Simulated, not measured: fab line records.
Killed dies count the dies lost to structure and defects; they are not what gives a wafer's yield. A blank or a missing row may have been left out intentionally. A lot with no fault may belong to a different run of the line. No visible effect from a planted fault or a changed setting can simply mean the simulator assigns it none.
Problem report in the 8D (eight disciplines) form, filled by code / flow nand-harc / the parts of the form that need people (team, actions taken, sign-off) are left out

== 1. PROBLEM STATEMENT ==
At NHARC_A_SGD_CUT_INSPECT_25, raw-defect-count averages 1186 over 6 wafers from 2 lots, while fault-free wafers read 335, standard deviation 95. That puts it +9.0 standard deviations away from the usual mean.
First seen on wafer L818.1, day 18 10:50, on defect-inspect-02. The record holds 33 wafers of 11 lots with a number at this step. Rule for "out", or "out of limits": more than 4 standard deviations from the usual mean. Any other wafer with a number is counted as sound.

== 2. WHAT THIS IS AND IS NOT ==
question=which readings at this step | is=raw-defect-count | is not=-
question=which lots | is=L818, L821 | is not=L801, L802, L806, L808, L810, L814, L822, L823, L824
question=which wafers of those lots | is=all that have a number | is not=-
question=read on which gauges | is=defect-inspect-01, defect-inspect-02 | is not=-
question=when | is=from day 18 10:50 | is not=up to then (18 sound wafers); but 9 sound wafers of L822, L823, L824 came after

== 3. WHAT RULES OUT EACH SUSPECT ==
Counting: any tool at a process step up to the reading is kept as a suspect provided that every lot that is out went through it and no sound lot did after the first of them.
- the gauge at NHARC_A_SGD_CUT_INSPECT_25 has been ruled out. The wafers that are out were read on 2 gauges (defect-inspect-01, defect-inspect-02).
- rie-diel-07 at NHARC_A_SGD_CUT_ETCHBACK_24 (etches the open film in CH3F/O2, target depth 50 nm, time 92.857 s): kept. It processed each lot that is out, first L818 at day 18 10:35, and no sound lot thereafter; up to then, the last sound lot it processed was L814 at day 17 00:40.
Left after counting: rie-diel-07 at NHARC_A_SGD_CUT_ETCHBACK_24.

== 4. THE CAUSE (what the simulator had put in) ==
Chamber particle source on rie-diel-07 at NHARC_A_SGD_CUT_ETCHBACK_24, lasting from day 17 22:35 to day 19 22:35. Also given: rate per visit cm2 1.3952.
After counting, this tool was the only one left.

== 5. THE CHAIN OF EFFECTS, in route order ==
Rows list readings where the struck wafers' mean (over those with a number) sits beyond 3 standard deviations from the usual. Only readings for which the record gives a usual standard deviation are gone through. hours: the time from each lot's start at the first step in this table that gives one to its start at this step, as a median over the lots. sigmas: the change in usual standard deviations.
hours=0; step=NHARC_A_SGD_CUT_INSPECT_25; reading=raw-defect-count; usual=335; on struck wafers=1186; change=+851; sigmas=+9.0
hours=132; step=NHARC_END_SORT_01; reading=killed-at-array; usual=27; on struck wafers=96; change=+68; sigmas=+6.2
hours=132; step=NHARC_END_SORT_01; reading=killed-dies; usual=31; on struck wafers=98; change=+68; sigmas=+5.6
At these later measuring or inspecting steps, every struck wafer for which the step has a row has a number for every such reading, and none has moved that far: NHARC_A_SLIT_OVL_MEAS_10.

== 6. WHAT WOULD HAVE CAUGHT IT SOONER ==
12 hours passed between the start of the fault at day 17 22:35 and the first reading out of limits at a measuring or inspecting step in this record, taken at day 18 10:50.
Of the tool readings at NHARC_A_SGD_CUT_ETCHBACK_24 for which the record gives a usual standard deviation, none was out on any struck wafer, so an alarm limit of 4 standard deviations on them would not have fired.
Of the lots that are out (2), L821 began NHARC_A_SGD_CUT_ETCHBACK_24 on rie-diel-07 after day 18 10:50. A hold on the tool at that time would have spared it.
